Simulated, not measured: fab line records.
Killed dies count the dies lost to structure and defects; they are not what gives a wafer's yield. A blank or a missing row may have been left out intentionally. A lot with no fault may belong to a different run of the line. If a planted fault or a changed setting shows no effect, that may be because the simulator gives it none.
fab line records	flow nand_harc
record lots=24	wafers=72	last_day=25
route steps=1159 shown A_SLIT@799 A_SIN_REMOVE@808 A_WL_FILL@825 A_CONTACT@854
lots that met no fault: from a run of the same line without faults
start_h: the number of hours between the record's first day and the start of the first shown wafer of the lot	wait_h: hours elapsed since this lot's preceding step	" as in the row above	L1.1+2: one row covering several wafers at once	- value missing, or start not given	* or withheld: withheld	< > ~ a bound
route shown NAME@n: names a module that has steps shown in the file, with the first one's number in the route	usual: mean and standard deviation over wafers with no fault	same: alike in all rows	chamber/n: place in a boat	sites: readings site by site	_std_site: how widely they spread, as a standard deviation	_edge_site: the outer-site mean with the inner-site mean subtracted	radius_mm: for every site, how far away it sits from the centre of the wafer	mask NAME#n: copy n	behind: tool/chamber where the wafer was last shaped	hold: why the lot was held/for how many hours/how that ended	device: transistor that didn't switch, given as n, p or np	end of line: the tests these same wafers got at the end of their route	for a step that has no rows: nothing shown but its recipe	killed: not the wafer's yield, but the dies lost to structure and defects at the first sort	map: shows each die of a wafer: x if killed, . if not, _ if none is there
set.NAME: the setting that was run; set.NAME@STEP: the one run at that earlier step	model.NAME: the simulator's own value behind a step, which no gauge read
steps of the route over a sample of lots; a table a step, a row a wafer
services: a tool's chamber out of use, with start hour (start_h, from the record's first day; less than 0 if before it), hours out, and reason
## steps
# step NHARC_A_SLIT_ETCH_29
# recipe target_depth_a=1000	overetch_a=100	time_s=55	ion_energy_ev=100	cf4_flow_sccm=80	o2_flow_sccm=20	ar_flow_sccm=0	rf_w=300	bias_w=100	chemistry=CF4/O2
# usual drypump_motor_current_A=5.5/0.36	oes_ar_750_au=1.001/0.0048	oes_product_au=1.004/0.0094	rf_vpp_V=197.8/1.1	showerhead_plenum_p_Torr=1.34/0.036	throttle_valve_pct=13.397/0.0093
lot.wafer	tool	chamber	start_h	wait_h	drypump_motor_current_A	oes_ar_750_au	oes_product_au	rf_hours_counter_h	rf_vpp_V	showerhead_plenum_p_Torr	throttle_valve_pct
L074.3	rie_diel-13	2	319.98	0.1	4.8	0.999	1.001	3	195.1	1.28	13.400
L074.4	"	3	"	"	5.8	0.994	0.994	3	198.3	1.36	13.394
L074.5	"	0	"	"	5.7	1.003	1.007	-	198.6	1.38	13.387
L076.4	rie_diel-05	2	329.74	0.1	5.4	0.998	1.005	9	198.7	1.35	13.407
L076.2	"	3	"	"	5.8	1.002	1.028	10	198.3	1.34	13.397
L076.6	"	2	"	"	5.5	1.004	1.003	-	198.3	1.35	13.399
L077.2	rie_diel-13	1	331.21	0.1	5.9	0.995	0.995	4	196.8	1.34	13.401
L077.1	"	3	"	"	5.8	0.996	1.003	5	198.5	1.36	13.393
L077.6	"	0	"	"	5.7	1.006	1.003	-	198.1	1.38	13.403
L075.4	rie_diel-05	0	331.42	0.1	5.8	0.993	1.015	11	198.0	1.34	13.407
L075.1	"	2	"	"	5.4	1.010	0.996	10	199.4	1.36	13.403
L075.5	"	1	"	"	5.1	1.005	0.990	-	198.6	1.37	13.385
L079.2	rie_diel-03	2	344.61	0.1	5.4	0.998	1.008	9	196.2	1.24	13.395
L079.1	"	3	"	"	4.8	1.001	0.994	9	196.1	1.29	13.398
L079.5	"	2	"	"	5.3	1.003	1.007	-	195.6	1.24	13.388
L080.3	rie_diel-13	1	359.62	0.1	5.9	0.997	0.997	6	198.1	1.34	13.400
L080.4	"	0	"	"	5.7	0.997	1.007	6	199.3	1.38	13.386
L080.5	"	1	"	"	5.9	1.000	1.003	-	198.8	1.34	13.414
L081.4	rie_diel-03	2	361.24	0.1	5.4	1.009	1.005	10	195.9	1.24	13.390
L081.5	"	2	"	"	5.4	1.001	1.012	-	196.1	1.24	13.413
L081.6	"	3	"	"	4.8	1.002	0.991	-	195.9	1.29	13.394
L078.3	rie_diel-05	0	361.30	0.1	5.8	0.993	0.993	1	198.3	1.34	13.376
L078.4	"	1	"	"	5.1	1.008	0.998	1	198.6	1.37	13.411
L078.6	"	3	"	"	5.8	1.000	1.013	-	198.0	1.34	13.391
L082.4	rie_diel-05	2	369.92	0.1	5.4	1.003	1.003	1	197.0	1.35	13.399
L082.1	"	0	"	"	5.8	1.002	0.997	1	197.4	1.34	13.417
L082.2	"	1	"	"	5.1	0.996	1.005	1	199.1	1.37	13.399
L083.3	rie_diel-05	1	371.91	0.1	5.1	0.996	1.003	1	197.5	1.37	13.384
L083.2	"	2	"	"	5.4	1.002	1.014	1	196.1	1.35	13.392
L083.5	"	3	"	"	5.8	1.000	1.027	-	197.6	1.34	13.393
L084.1	rie_diel-05	2	390.79	0.1	5.4	0.995	1.013	2	198.0	1.35	13.392
L084.4	"	0	"	"	5.8	1.009	1.005	2	196.5	1.34	13.389
L084.5	"	2	"	"	5.4	1.007	1.016	-	199.1	1.35	13.396
L085.1	rie_diel-03	0	392.46	0.1	5.2	1.002	1.005	14	198.0	1.33	13.397
L085.2	"	1	"	"	5.9	1.010	0.994	13	200.1	1.40	13.395
L085.4	"	2	"	"	5.4	0.993	1.007	14	196.2	1.24	13.408
L088.4	rie_diel-13	3	399.93	0.1	5.8	0.998	0.993	8	199.1	1.36	13.409
L088.2	"	1	"	"	5.9	0.996	1.001	10	197.7	1.33	13.389
L088.5	"	0	"	"	5.7	1.000	1.005	-	199.3	1.38	13.388
L087.2	rie_diel-05	0	400.11	0.1	5.8	1.002	1.012	3	198.2	1.34	13.410
L087.4	"	2	"	"	5.4	1.000	1.019	4	197.6	1.35	13.405
L087.5	"	1	"	"	5.1	1.004	1.008	-	199.8	1.37	13.416
L086.4	rie_diel-13	0	401.54	0.1	5.7	0.999	1.001	9	199.3	1.38	13.404
L086.2	"	1	"	"	5.9	1.001	1.005	10	198.4	1.33	13.384
L086.1	"	3	"	"	5.8	0.995	1.005	8	199.1	1.36	13.393
L090.1	rie_diel-05	3	412.97	0.1	5.8	0.999	1.019	4	198.4	1.34	13.388
L090.3	"	0	"	"	5.8	1.003	1.009	4	198.4	1.34	13.396
L090.6	"	0	"	"	5.8	1.002	1.004	-	198.5	1.34	13.410
L089.4	rie_diel-13	3	413.35	0.1	5.8	0.999	0.996	10	198.0	1.36	13.403
L089.1	"	1	"	"	5.9	1.005	1.004	11	197.7	1.33	13.381
L089.3	"	2	"	"	4.9	0.997	0.990	9	196.2	1.28	13.407
L092.3	rie_diel-13	3	429.21	0.1	5.8	1.001	1.006	10	196.9	1.36	13.391
L092.4	"	1	"	"	5.9	1.004	1.017	13	197.8	1.33	13.404
L092.6	"	3	"	"	5.8	1.006	0.999	-	200.1	1.36	13.386
L091.2	rie_diel-03	0	430.87	0.1	5.2	1.005	0.997	2	198.6	1.33	13.406
L091.3	"	1	"	"	5.9	0.990	0.996	2	200.8	1.40	13.397
L091.4	"	3	"	"	4.8	1.002	0.983	3	197.2	1.29	13.403
L094.3	rie_diel-13	2	435.01	0.1	4.9	1.002	1.010	11	196.8	1.28	13.394
L094.2	"	3	"	"	5.8	1.007	1.003	11	198.3	1.36	13.407
L094.4	"	0	"	"	5.7	1.002	1.008	13	197.9	1.38	13.388
L093.3	rie_diel-05	0	435.72	0.1	5.8	0.998	1.013	5	198.7	1.34	13.389
L093.1	"	1	"	"	5.1	1.000	1.006	5	197.8	1.37	13.399
L093.6	"	2	"	"	5.5	1.000	1.001	-	197.1	1.35	13.388
L095.2	rie_diel-13	2	448.64	0.1	4.9	0.994	0.994	12	197.4	1.28	13.397
L095.1	"	0	"	"	5.7	0.999	1.010	14	197.8	1.38	13.393
L095.4	"	1	"	"	5.9	1.000	1.011	14	198.1	1.33	13.381
L097.4	rie_diel-05	1	456.27	0.1	5.1	1.012	1.020	6	197.4	1.37	13.404
L097.1	"	2	"	"	5.4	1.002	1.019	6	196.0	1.35	13.396
L097.6	"	1	"	"	5.1	0.999	1.015	-	198.4	1.37	13.407
L096.1	rie_diel-13	0	464.22	0.1	5.8	0.993	0.987	0	199.1	1.38	13.401
L096.3	"	2	"	"	4.9	0.995	1.000	0	196.0	1.28	13.402
L096.5	"	0	"	"	5.7	1.007	0.996	-	200.2	1.38	13.384
# step NHARC_A_SIN_REMOVE_INSPECT_04
# usual raw_defect_count=302/81
lot.wafer	tool	chamber	start_h	wait_h	raw_defect_count
L074.3	defect_inspect-01	-	328.22	0.0	221
L074.4	"	-	"	"	258
L074.5	"	-	"	"	215
L076.2	defect_inspect-02	-	337.96	0.0	224
L076.4	"	-	"	"	242
L076.6	"	-	"	"	259
L077.1	defect_inspect-01	-	337.96	0.0	314
L077.2	"	-	"	"	253
L077.6	"	-	"	"	221
L075.1	defect_inspect-02	-	337.97	0.0	292
L075.4	"	-	"	"	358
L075.5	"	-	"	"	385
L079.1	defect_inspect-01	-	352.85	0.0	235
L079.2	"	-	"	"	315
L079.5	"	-	"	"	300
L080.3	defect_inspect-02	-	367.87	0.0	442
L080.4	"	-	"	"	536
L080.5	"	-	"	"	564
L081.4	defect_inspect-01	-	367.88	0.0	333
L081.5	"	-	"	"	251
L081.6	"	-	"	"	237
L078.3	defect_inspect-02	-	367.89	0.0	246
L078.4	"	-	"	"	298
L078.6	"	-	"	"	360
L082.1	defect_inspect-02	-	378.16	0.0	355
L082.2	"	-	"	"	373
L082.4	"	-	"	"	354
L083.2	defect_inspect-01	-	378.18	0.1	292
L083.3	"	-	"	"	193
L083.5	"	-	"	"	380
L085.1	defect_inspect-02	-	399.05	0.0	393
L085.2	"	-	"	"	210
L085.4	"	-	"	"	215
L084.1	defect_inspect-01	-	399.05	0.0	311
L084.4	"	-	"	"	291
L084.5	"	-	"	"	347
L088.2	defect_inspect-01	-	408.15	0.0	316
L088.4	"	-	"	"	335
L088.5	"	-	"	"	276
L087.2	defect_inspect-02	-	408.15	0.0	477
L087.4	"	-	"	"	519
L087.5	"	-	"	"	420
L086.1	defect_inspect-01	-	408.16	0.0	264
L086.2	"	-	"	"	234
L086.4	"	-	"	"	223
L089.1	defect_inspect-01	-	421.25	0.0	166
L089.3	"	-	"	"	248
L089.4	"	-	"	"	267
L090.1	defect_inspect-02	-	421.26	0.0	235
L090.3	"	-	"	"	305
L090.6	"	-	"	"	302
L091.2	defect_inspect-02	-	437.42	0.0	311
L091.3	"	-	"	"	321
L091.4	"	-	"	"	356
L092.3	defect_inspect-01	-	437.42	0.0	302
L092.4	"	-	"	"	538
L092.6	"	-	"	"	347
L093.1	defect_inspect-02	-	443.32	0.0	264
L093.3	"	-	"	"	239
L093.6	"	-	"	"	216
L094.2	defect_inspect-01	-	443.32	0.0	206
L094.3	"	-	"	"	191
L094.4	"	-	"	"	270
L095.1	defect_inspect-02	-	456.86	0.0	326
L095.2	"	-	"	"	265
L095.4	"	-	"	"	384
L097.1	defect_inspect-01	-	464.48	0.0	228
L097.4	"	-	"	"	335
L097.6	"	-	"	"	260
L096.1	defect_inspect-01	-	472.55	0.0	411
L096.3	"	-	"	"	351
L096.5	"	-	"	"	319
# step NHARC_A_WL_FILL_ETCHBACK_17
# recipe target_depth_a=40	time_s=26.7	chemistry=Cl2/BCl3
# usual drypump_motor_current_A=5.67/0.25	oes_product_au=0.998/0.01
lot.wafer	tool	chamber	start_h	wait_h	drypump_motor_current_A	oes_product_au	rf_hours_counter_h
L074.4	rie_metal-01	1	347.37	-	5.35	0.985	-
L074.3	"	0	"	"	5.46	1.018	-
L074.5	"	0	"	"	5.46	1.007	-
L075.1	rie_metal-01	0	358.84	-	5.44	1.029	0.7
L075.4	"	1	"	"	5.39	1.000	-
L075.5	"	0	"	"	5.45	1.018	-
L076.2	rie_metal-03	1	358.85	-	5.77	1.015	2.0
L076.4	"	0	"	"	5.98	0.996	-
L076.6	"	1	"	"	5.78	1.004	-
L077.1	rie_metal-02	1	358.88	-	6.01	1.000	4.9
L077.2	"	0	"	"	5.66	0.991	4.4
L077.6	"	0	"	"	5.67	0.988	-
L079.2	rie_metal-02	0	371.23	-	5.67	0.994	4.5
L079.1	"	1	"	"	6.00	0.981	5.0
L079.5	"	1	"	"	6.02	0.984	-
L081.4	rie_metal-01	1	383.08	-	5.37	1.002	-
L081.6	"	0	"	"	5.47	1.012	-
L081.5	"	1	"	"	5.35	1.000	-
L080.4	rie_metal-03	1	383.67	-	5.77	0.996	-
L080.3	"	0	"	"	5.97	0.995	-
L080.5	"	0	"	"	5.97	0.984	-
L078.4	rie_metal-03	0	386.96	-	5.94	0.990	-
L078.3	"	1	"	"	5.76	0.997	-
L078.6	"	1	"	"	5.77	1.004	-
L082.1	rie_metal-03	0	395.23	-	5.91	0.993	3.1
L082.2	"	1	"	"	5.82	0.988	3.1
L082.4	"	0	"	"	5.93	0.997	-
L083.2	rie_metal-01	1	395.27	-	5.37	1.001	1.9
L083.3	"	1	"	"	5.36	0.989	-
L083.5	"	1	"	"	5.37	0.987	-
L085.2	rie_metal-02	0	414.11	-	5.69	0.988	0.5
L085.1	"	1	"	"	6.04	0.996	0.5
L085.4	"	0	"	"	5.65	0.999	-
L084.1	rie_metal-01	0	414.19	-	5.43	1.008	2.5
L084.4	"	1	"	"	5.35	1.006	-
L084.5	"	0	"	"	5.44	1.006	-
L088.2	rie_metal-01	1	424.80	-	5.37	0.994	2.5
L088.4	"	1	"	"	5.37	0.996	-
L088.5	"	1	"	"	5.36	0.990	-
L087.2	rie_metal-02	0	424.80	-	5.68	1.001	0.5
L087.4	"	1	"	"	6.03	0.996	-
L087.5	"	1	"	"	6.02	0.999	-
L086.1	rie_metal-02	0	427.24	-	5.64	0.992	0.6
L086.2	"	1	"	"	6.04	0.994	0.6
L086.4	"	1	"	"	6.02	0.994	-
L089.1	rie_metal-01	0	438.87	-	5.43	1.004	2.8
L089.3	"	0	"	"	5.45	1.007	-
L089.4	"	1	"	"	5.36	0.984	-
L090.1	rie_metal-03	0	438.94	-	5.94	1.007	4.7
L090.3	"	1	"	"	5.76	0.999	-
L090.6	"	0	"	"	5.95	0.995	-
L091.2	rie_metal-02	0	452.50	-	5.68	0.991	1.6
L091.4	"	0	"	"	5.68	0.997	-
L091.3	"	1	"	"	6.03	0.997	-
L092.4	rie_metal-01	1	452.51	-	5.36	0.992	-
L092.3	"	0	"	"	5.46	1.018	-
L092.6	"	0	"	"	5.47	1.009	-
L093.1	rie_metal-01	0	458.52	-	5.44	1.016	3.4
L093.3	"	0	"	"	5.45	1.007	-
L093.6	"	1	"	"	5.36	0.984	-
L094.2	rie_metal-02	1	458.53	-	6.03	0.998	1.6
L094.4	"	1	"	"	6.04	0.996	-
L094.3	"	0	"	"	5.67	0.988	-
L095.2	rie_metal-03	1	474.12	-	5.76	0.992	0.2
L095.1	"	0	"	"	5.96	1.019	0.2
L095.4	"	1	"	"	5.76	0.999	-
L097.1	rie_metal-03	0	483.63	-	5.93	1.012	0.5
L097.4	"	0	"	"	5.91	1.011	-
L097.6	"	1	"	"	5.78	0.985	-
L096.1	rie_metal-01	0	488.58	-	5.46	1.005	4.3
L096.3	"	1	"	"	5.37	0.990	-
L096.5	"	0	"	"	5.49	1.005	-
# step NHARC_A_WL_FILL_INSPECT_15
# usual raw_defect_count=343/93
lot.wafer	tool	chamber	start_h	wait_h	raw_defect_count
L074.3	defect_inspect-02	-	358.46	0.0	431
L074.4	"	-	"	"	254
L074.5	"	-	"	"	248
L075.1	defect_inspect-01	-	369.81	0.0	394
L075.4	"	-	"	"	305
L075.5	"	-	"	"	294
L077.1	defect_inspect-02	-	369.84	0.0	268
L077.2	"	-	"	"	411
L077.6	"	-	"	"	540
L076.2	defect_inspect-02	-	374.08	0.0	268
L076.4	"	-	"	"	435
L076.6	"	-	"	"	431
L079.1	defect_inspect-01	-	382.29	0.0	507
L079.2	"	-	"	"	379
L079.5	"	-	"	"	416
L081.4	defect_inspect-02	-	394.54	0.0	292
L081.5	"	-	"	"	344
L081.6	"	-	"	"	328
L080.3	defect_inspect-01	-	397.65	0.0	496
L080.4	"	-	"	"	441
L080.5	"	-	"	"	363
L078.3	defect_inspect-01	-	399.82	0.0	243
L078.4	"	-	"	"	456
L078.6	"	-	"	"	228
L083.2	defect_inspect-01	-	408.43	0.0	292
L083.3	"	-	"	"	322
L083.5	"	-	"	"	373
L082.1	defect_inspect-02	-	408.50	0.1	317
L082.2	"	-	"	"	372
L082.4	"	-	"	"	189
L085.1	defect_inspect-02	-	425.11	0.0	389
L085.2	"	-	"	"	268
L085.4	"	-	"	"	382
L084.1	defect_inspect-01	-	425.18	0.0	294
L084.4	"	-	"	"	291
L084.5	"	-	"	"	334
L087.2	defect_inspect-01	-	435.85	0.0	267
L087.4	"	-	"	"	248
L087.5	"	-	"	"	321
L088.2	defect_inspect-02	-	435.92	0.0	221
L088.4	"	-	"	"	330
L088.5	"	-	"	"	303
L086.1	defect_inspect-01	-	440.19	0.0	609
L086.2	"	-	"	"	544
L086.4	"	-	"	"	385
L089.1	defect_inspect-01	-	452.87	0.0	307
L089.3	"	-	"	"	402
L089.4	"	-	"	"	673
L090.1	defect_inspect-01	-	453.39	0.0	472
L090.3	"	-	"	"	473
L090.6	"	-	"	"	372
L092.3	defect_inspect-02	-	465.20	0.0	195
L092.4	"	-	"	"	247
L092.6	"	-	"	"	227
L091.2	defect_inspect-01	-	466.22	0.0	342
L091.3	"	-	"	"	345
L091.4	"	-	"	"	317
L094.2	defect_inspect-02	-	470.24	0.0	352
L094.3	"	-	"	"	299
L094.4	"	-	"	"	294
L093.1	defect_inspect-01	-	470.54	0.0	257
L093.3	"	-	"	"	275
L093.6	"	-	"	"	197
L095.1	defect_inspect-01	-	487.82	0.0	460
L095.2	"	-	"	"	317
L095.4	"	-	"	"	338
L097.1	defect_inspect-01	-	495.28	0.0	300
L097.4	"	-	"	"	277
L097.6	"	-	"	"	404
L096.1	defect_inspect-01	-	500.32	0.0	294
L096.3	"	-	"	"	381
L096.5	"	-	"	"	392
# step NHARC_A_CONTACT_CD_MEAS_42
# recipe target_cd_nm=200	landing_energy_ev=500
# usual cd_nm=200.1/0.43
lot.wafer	tool	chamber	start_h	wait_h	cd_nm
L074.3	cd_sem-02	0	365.07	-	200.2
L074.4	"	0	"	"	199.7
L074.5	"	0	"	"	200.0
L075.1	cd_sem-01	0	373.33	-	199.5
L075.4	"	0	"	"	200.7
L075.5	"	0	"	"	200.0
L077.1	cd_sem-02	0	373.48	-	200.3
L077.2	"	0	"	"	199.6
L077.6	"	0	"	"	199.9
L076.2	cd_sem-01	0	377.80	-	200.4
L076.4	"	0	"	"	200.3
L076.6	"	0	"	"	200.3
L079.1	cd_sem-01	0	386.48	-	200.1
L079.2	"	0	"	"	200.3
L079.5	"	0	"	"	199.5
L081.4	cd_sem-03	0	399.03	-	200.0
L081.5	"	0	"	"	200.6
L081.6	"	0	"	"	200.8
L080.3	cd_sem-02	0	401.28	-	200.1
L080.4	"	0	"	"	200.3
L080.5	"	0	"	"	199.6
L078.3	cd_sem-01	0	403.46	-	199.9
L078.4	"	0	"	"	199.8
L078.6	"	0	"	"	199.9
L083.2	cd_sem-02	0	415.85	-	200.4
L083.3	"	0	"	"	200.5
L083.5	"	0	"	"	200.1
L082.1	cd_sem-02	0	416.69	-	199.0
L082.2	"	0	"	"	199.9
L082.4	"	0	"	"	199.7
L085.1	cd_sem-03	0	430.00	-	200.4
L085.2	"	0	"	"	200.4
L085.4	"	0	"	"	200.1
L084.1	cd_sem-01	0	430.35	-	199.9
L084.4	"	0	"	"	200.3
L084.5	"	0	"	"	200.0
L087.2	cd_sem-01	0	439.45	-	200.2
L087.4	"	0	"	"	200.2
L087.5	"	0	"	"	199.6
L088.2	cd_sem-02	0	439.62	-	199.5
L088.4	"	0	"	"	199.9
L088.5	"	0	"	"	199.6
L086.1	cd_sem-03	0	443.79	-	199.2
L086.2	"	0	"	"	199.8
L086.4	"	0	"	"	199.3
L089.1	cd_sem-03	0	457.28	-	200.0
L089.3	"	0	"	"	199.4
L089.4	"	0	"	"	200.4
L090.1	cd_sem-03	0	458.61	-	200.2
L090.3	"	0	"	"	200.1
L090.6	"	0	"	"	199.8
L092.3	cd_sem-01	0	469.27	-	199.3
L092.4	"	0	"	"	199.3
L092.6	"	0	"	"	199.4
L091.2	cd_sem-01	0	472.06	-	200.7
L091.3	"	0	"	"	199.8
L091.4	"	0	"	"	200.6
L094.2	cd_sem-03	0	474.07	-	201.0
L094.3	"	0	"	"	199.8
L094.4	"	0	"	"	200.3
L093.1	cd_sem-02	0	474.29	-	200.0
L093.3	"	0	"	"	200.4
L093.6	"	0	"	"	200.2
L095.1	cd_sem-02	0	493.43	-	200.0
L095.2	"	0	"	"	201.2
L095.4	"	0	"	"	200.6
L097.1	cd_sem-02	0	498.73	-	199.8
L097.4	"	0	"	"	200.4
L097.6	"	0	"	"	200.1
L096.1	cd_sem-02	0	503.81	-	199.9
L096.3	"	0	"	"	199.5
L096.5	"	0	"	"	199.6
# step NHARC_A_CONTACT_ETCH_49
# recipe target_depth_a=2600	over_etch_frac=0.3	time_s=475.3	ion_energy_ev=200	n2_flow_sccm=150	h2_flow_sccm=150	ar_flow_sccm=0	rf_w=400	bias_w=150	chemistry=N2/H2
# usual drypump_motor_current_A=5.4/0.47	oes_product_au=1.004/0.011	rf_vpp_V=430.0/2.2	showerhead_plenum_p_Torr=2.02/0.073	throttle_valve_pct=14.171/0.0095
lot.wafer	tool	chamber	start_h	wait_h	drypump_motor_current_A	oes_product_au	rf_hours_counter_h	rf_vpp_V	showerhead_plenum_p_Torr	throttle_valve_pct
L074.3	rie_diel-12	2	-	-	5.2	1.020	33	428.3	1.99	14.181
L074.4	"	3	"	"	6.2	1.003	34	426.6	1.94	14.172
L074.5	"	1	"	"	4.7	0.999	-	433.0	2.14	14.168
L075.4	rie_diel-12	2	-	-	5.1	1.025	35	429.7	1.99	14.178
L075.1	"	0	"	"	5.5	1.010	31	430.1	2.03	14.184
L075.5	"	3	"	"	6.2	1.017	-	427.1	1.94	14.166
L077.1	rie_diel-12	2	-	-	5.2	1.028	36	429.8	1.99	14.166
L077.2	"	3	"	"	6.2	1.007	36	427.5	1.94	14.165
L077.6	"	3	"	"	6.2	1.014	-	427.7	1.94	14.165
L076.4	rie_diel-04	1	-	-	5.0	1.009	30	430.7	2.03	14.190
L076.2	"	3	"	"	5.2	1.002	27	427.5	1.93	14.169
L076.6	"	1	"	"	4.9	1.000	-	430.5	2.03	14.167
L079.1	rie_diel-04	0	-	-	5.6	1.007	37	430.5	2.02	14.168
L079.2	"	3	"	"	5.3	0.991	32	428.6	1.93	14.164
L079.5	"	0	"	"	5.6	1.008	-	430.5	2.02	14.177
L081.4	rie_diel-12	3	-	-	6.2	0.995	1	427.6	1.94	14.164
L081.5	"	2	"	"	5.2	1.016	-	428.9	1.99	14.166
L081.6	"	3	"	"	6.1	1.002	-	426.3	1.94	14.165
L080.4	rie_diel-04	1	-	-	5.0	1.006	41	430.8	2.03	14.160
L080.3	"	3	"	"	5.3	0.988	39	428.2	1.93	14.167
L080.5	"	1	"	"	5.0	1.001	-	429.3	2.03	14.161
L078.4	rie_diel-02	2	-	-	5.2	1.006	21	434.8	2.21	14.164
L078.3	"	1	"	"	5.5	1.015	21	432.3	2.06	14.161
L078.6	"	2	"	"	5.2	1.024	-	434.8	2.21	14.179
L083.2	rie_diel-12	0	-	-	5.5	0.988	4	431.3	2.03	14.168
L083.3	"	3	"	"	6.2	1.006	4	429.0	1.94	14.180
L083.5	"	0	"	"	5.5	0.984	-	429.8	2.03	14.181
L082.4	rie_diel-04	3	-	-	5.3	1.000	45	427.8	1.93	14.176
L082.1	"	0	"	"	5.6	1.001	50	429.5	2.02	14.152
L082.2	"	1	"	"	4.9	1.018	48	429.5	2.02	14.176
L085.4	rie_diel-12	3	-	-	6.1	1.012	6	427.4	1.94	14.168
L085.1	"	0	"	"	5.5	0.997	7	431.3	2.03	14.170
L085.2	"	1	"	"	4.7	0.997	7	435.0	2.14	14.172
L084.1	rie_diel-04	0	-	-	5.6	1.000	54	429.2	2.02	14.177
L084.4	"	2	"	"	5.9	1.015	55	430.5	2.00	14.163
L084.5	"	3	"	"	5.2	0.994	-	427.9	1.93	14.184
L087.4	rie_diel-02	3	-	-	5.4	1.000	29	432.7	2.03	14.183
L087.2	"	0	"	"	6.0	1.019	34	428.7	1.99	14.174
L087.5	"	2	"	"	5.2	1.003	-	434.3	2.21	14.161
L088.2	rie_diel-02	1	-	-	5.5	1.013	36	431.8	2.06	14.140
L088.4	"	0	"	"	6.0	1.018	34	429.3	1.99	14.171
L088.5	"	1	"	"	5.5	1.019	-	431.5	2.06	14.158
L086.1	rie_diel-12	0	-	-	5.5	0.992	9	429.5	2.02	14.181
L086.4	"	1	"	"	4.7	0.988	9	434.0	2.14	14.177
L086.2	"	3	"	"	6.1	0.998	9	426.7	1.94	14.185
L089.1	rie_diel-12	3	-	-	6.1	0.994	12	427.7	1.94	14.165
L089.4	"	0	"	"	5.5	0.983	11	429.7	2.02	14.178
L089.3	"	1	"	"	4.7	0.998	12	434.4	2.14	14.167
L090.3	rie_diel-04	1	-	-	4.9	1.003	65	429.0	2.02	14.187
L090.1	"	2	"	"	5.8	1.015	67	429.9	1.99	14.173
L090.6	"	1	"	"	5.0	1.014	-	430.0	2.02	14.171
L092.3	rie_diel-12	0	-	-	5.5	0.996	13	429.8	2.02	14.172
L092.4	"	2	"	"	5.2	1.002	14	429.0	1.99	14.170
L092.6	"	0	"	"	5.5	0.989	-	430.0	2.02	14.154
L091.3	rie_diel-12	0	-	-	5.5	0.984	14	429.4	2.02	14.193
L091.2	"	1	"	"	4.7	0.997	15	433.5	2.14	14.162
L091.4	"	2	"	"	5.2	0.993	15	428.3	1.99	14.177
L094.4	rie_diel-12	1	-	-	4.7	0.990	16	433.9	2.14	14.168
L094.2	"	2	"	"	5.2	0.996	16	429.8	1.99	14.161
L094.3	"	3	"	"	6.2	0.997	16	427.1	1.94	14.175
L093.3	rie_diel-12	1	-	-	4.7	0.997	17	433.0	2.14	14.177
L093.1	"	3	"	"	6.1	0.999	16	428.7	1.94	14.167
L093.6	"	2	"	"	5.1	1.011	-	429.4	1.99	14.164
L095.4	rie_diel-12	0	-	-	5.5	0.981	19	431.0	2.02	14.171
L095.1	"	2	"	"	5.2	1.011	21	430.1	1.99	14.159
L095.2	"	3	"	"	6.2	0.987	21	427.6	1.93	14.172
L097.4	rie_diel-04	2	-	-	5.9	1.014	10	429.0	1.99	14.184
L097.1	"	3	"	"	5.3	1.013	11	426.7	1.92	14.169
L097.6	"	1	"	"	5.0	1.010	-	429.2	2.02	14.188
L096.3	rie_diel-12	0	-	-	5.5	0.992	21	431.3	2.02	14.176
L096.1	"	2	"	"	5.2	1.012	23	429.5	1.99	14.187
L096.5	"	3	"	"	6.2	0.998	-	426.9	1.93	14.171
## services
tool	chamber	start_h	hours	kind
rie_diel-04	3	308.63	6.8	repair
rie_metal-02	0	315.21	4.6	repair
rie_diel-13	2	326.70	8.3	repair
rie_metal-01	-	332.00	9.0	pm
rie_diel-05	-	340.60	9.0	pm
rie_metal-03	-	341.81	3.8	repair
rie_diel-04	3	359.07	13.1	repair
rie_diel-12	1	377.90	11.2	repair
rie_diel-12	-	379.40	9.0	pm
rie_metal-02	-	382.88	0.7	repair
rie_metal-02	-	388.00	9.0	pm
rie_metal-03	1	399.65	4.1	repair
rie_diel-13	3	420.67	5.7	repair
rie_diel-05	3	426.92	13.5	repair
rie_diel-13	-	427.85	0.7	repair
rie_diel-05	-	450.09	0.2	repair
rie_diel-13	-	453.00	9.0	pm
rie_metal-03	-	453.19	9.0	pm
rie_diel-04	-	465.99	9.0	pm
rie_diel-05	1	479.59	4.7	repair
rie_diel-04	1	482.68	7.7	repair
rie_diel-13	3	482.86	5.8	repair
rie_diel-13	3	489.95	1.2	repair
rie_metal-03	1	490.60	16.5	repair
## key
fault none
